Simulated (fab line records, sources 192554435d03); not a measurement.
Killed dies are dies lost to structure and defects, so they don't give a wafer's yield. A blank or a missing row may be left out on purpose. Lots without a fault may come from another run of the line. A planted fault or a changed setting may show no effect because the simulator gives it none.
Tool commonality check | flow n5_finfet | 9 lots, 27 wafers sampled

WHY IT WAS OPENED
At N5_FIN_SAQP_INSPECT_40 the reading raw_defect_count is flagged on 2 of 9 lots. Wafers without a fault read 221, standard deviation 57.
Rule: a lot is flagged when every wafer of it that has a number lies more than 4 standard deviations from that mean, or none has a number. The other lots count as sound.

lot  | measured    | on                | raw_defect_count, wafer by wafer | flag
L168 | day 2 21:41 | defect_inspect-02 | 169 275 167                      |
L169 | day 3 04:50 | defect_inspect-01 | 168 218 182                      |
L171 | day 3 14:18 | defect_inspect-02 | 1153 1152 1017                   | FLAGGED
L174 | day 4 08:52 | defect_inspect-01 | 1115 1144 1170                   | FLAGGED
L179 | day 5 14:19 | defect_inspect-01 | 179 263 200                      |
L184 | day 7 10:20 | defect_inspect-01 | 351 156 165                      |
L186 | day 7 19:53 | defect_inspect-02 | 197 273 183                      |
L187 | day 7 20:07 | defect_inspect-02 | 200 228 239                      |
L188 | day 7 23:16 | defect_inspect-02 | 246 217 174                      |
The numbers of the flagged lots are 1125 on average: +904 against the usual, or +16 standard deviations.

WHICH TOOL RAN EACH LOT
The record holds 4 process steps before the reading, out of a route of 1938 steps. In each cell: the tool, then ch and the chambers that the sampled wafers went through, then the start.
lot  | flag    | N5_FIN_SAQP_ETCH_57               | N5_FIN_SAQP_ETCH_69               | N5_FIN_SAQP_MANDREL2_REMOVE_60  | N5_FIN_SAQP_ETCH_64
L168 |         | rie_diel-05 ch 0,2,3, day 2 18:28 | rie_diel-02 ch 0,1,2, day 2 19:19 | rie_si-02 ch 0,1,2, day 2 20:59 | rie_si-03 ch 1,2,3, day 2 21:25
L169 |         | rie_diel-02 ch 0,2,3, day 3 02:41 | rie_diel-04 ch 0,1,3, day 3 03:26 | rie_si-01 ch 0,2,3, day 3 04:08 | rie_si-02 ch 0,1,2, day 3 04:34
L171 | FLAGGED | rie_diel-02 ch 0,2,3, day 3 12:08 | rie_diel-05 ch 0,1,2, day 3 12:53 | rie_si-02 ch 0,1,2, day 3 13:36 | rie_si-03 ch 0,2,3, day 3 14:01
L174 | FLAGGED | rie_diel-02 ch 0,1,3, day 4 06:45 | rie_diel-05 ch 2,3, day 4 07:25   | rie_si-02 ch 0,3, day 4 08:11   | rie_si-03 ch 0,3, day 4 08:36
L179 |         | rie_diel-05 ch 0,3, day 5 12:10   | rie_diel-04 ch 2,3, day 5 12:50   | rie_si-01 ch 0,2,3, day 5 13:34 | rie_si-02 ch 0,2,3, day 5 14:02
L184 |         | rie_diel-05 ch 0,1,3, day 7 08:03 | rie_diel-02 ch 0,2,3, day 7 08:44 | rie_si-02 ch 1,2,3, day 7 09:34 | rie_si-03 ch 0,1,2, day 7 10:03
L186 |         | rie_diel-02 ch 0,1,3, day 7 17:18 | rie_diel-04 ch 0,2, day 7 18:02   | rie_si-03 ch 1,2,3, day 7 19:07 | rie_si-03 ch 0,3, day 7 19:37
L187 |         | rie_diel-02 ch 1,2, day 7 17:31   | rie_diel-02 ch 1,2,3, day 7 18:11 | rie_si-01 ch 1,2,3, day 7 19:22 | rie_si-02 ch 0,1,3, day 7 19:50
L188 |         | rie_diel-02 ch 1,2,3, day 7 20:53 | rie_diel-05 ch 0,1,2, day 7 21:45 | rie_si-02 ch 1,2,3, day 7 22:29 | rie_si-01 ch 1,2,3, day 7 22:59
What these steps do:
- N5_FIN_SAQP_ETCH_57: etches SiNx in CH3F/O2, target depth 32.5 nm, time 46.4 s.
- N5_FIN_SAQP_ETCH_69: etches SOC in N2/H2, stops on SiNx, target depth 150 nm.
- N5_FIN_SAQP_MANDREL2_REMOVE_60: chemistry HBr/Cl2/O2, target a-Si, stops on SiNx, bt time 10 s.
- N5_FIN_SAQP_ETCH_64: etches SiO2 in CF4, target depth 1.5 nm.
- N5_FIN_SAQP_INSPECT_40: inspects for defects (brightfield).

FLAGGED OVER TOTAL, TOOL BY TOOL (the gauges that took the reading come last)
step                           | tool              | lots run | flagged | share of the flagged lots | sound lots run after its first flagged lot
N5_FIN_SAQP_ETCH_57            | rie_diel-02       | 6        | 2       | all                       | 3 (L186,L187,L188)
N5_FIN_SAQP_ETCH_57            | rie_diel-05       | 3        | 0       | none                      | -
N5_FIN_SAQP_ETCH_69            | rie_diel-02       | 3        | 0       | none                      | -
N5_FIN_SAQP_ETCH_69            | rie_diel-04       | 3        | 0       | none                      | -
N5_FIN_SAQP_ETCH_69            | rie_diel-05       | 3        | 2       | all                       | 1 (L188)
N5_FIN_SAQP_MANDREL2_REMOVE_60 | rie_si-01         | 3        | 0       | none                      | -
N5_FIN_SAQP_MANDREL2_REMOVE_60 | rie_si-02         | 5        | 2       | all                       | 2 (L184,L188)
N5_FIN_SAQP_MANDREL2_REMOVE_60 | rie_si-03         | 1        | 0       | none                      | -
N5_FIN_SAQP_ETCH_64            | rie_si-01         | 1        | 0       | none                      | -
N5_FIN_SAQP_ETCH_64            | rie_si-02         | 3        | 0       | none                      | -
N5_FIN_SAQP_ETCH_64            | rie_si-03         | 5        | 2       | all                       | 2 (L184,L186)
N5_FIN_SAQP_INSPECT_40         | defect_inspect-01 | 4        | 1       | some                      | 2 (L179,L184)
N5_FIN_SAQP_INSPECT_40         | defect_inspect-02 | 5        | 1       | some                      | 3 (L186,L187,L188)

WHAT THE TABLE ALLOWS
4 rows of the table ran every flagged lot: rie_diel-02 at N5_FIN_SAQP_ETCH_57, rie_diel-05 at N5_FIN_SAQP_ETCH_69, rie_si-02 at N5_FIN_SAQP_MANDREL2_REMOVE_60, rie_si-03 at N5_FIN_SAQP_ETCH_64.
- rie_diel-02 at N5_FIN_SAQP_ETCH_57: 2 of its 6 lots flagged. Sound lots ran on it after the first flagged one (L186, L187, L188), which a lasting fault on the whole tool wouldn't allow.
- rie_diel-05 at N5_FIN_SAQP_ETCH_69: 2 of its 3 lots flagged. Sound lots ran on it after the first flagged one (L188), which a lasting fault on the whole tool wouldn't allow.
- rie_si-02 at N5_FIN_SAQP_MANDREL2_REMOVE_60: 2 of its 5 lots flagged. Sound lots ran on it after the first flagged one (L184, L188), which a lasting fault on the whole tool wouldn't allow.
- rie_si-03 at N5_FIN_SAQP_ETCH_64: 2 of its 5 lots flagged. Sound lots ran on it after the first flagged one (L184, L186), which a lasting fault on the whole tool wouldn't allow.
No row of the table ran every flagged lot and no sound lot after the first.

WHAT THE SIMULATOR HAD PUT IN
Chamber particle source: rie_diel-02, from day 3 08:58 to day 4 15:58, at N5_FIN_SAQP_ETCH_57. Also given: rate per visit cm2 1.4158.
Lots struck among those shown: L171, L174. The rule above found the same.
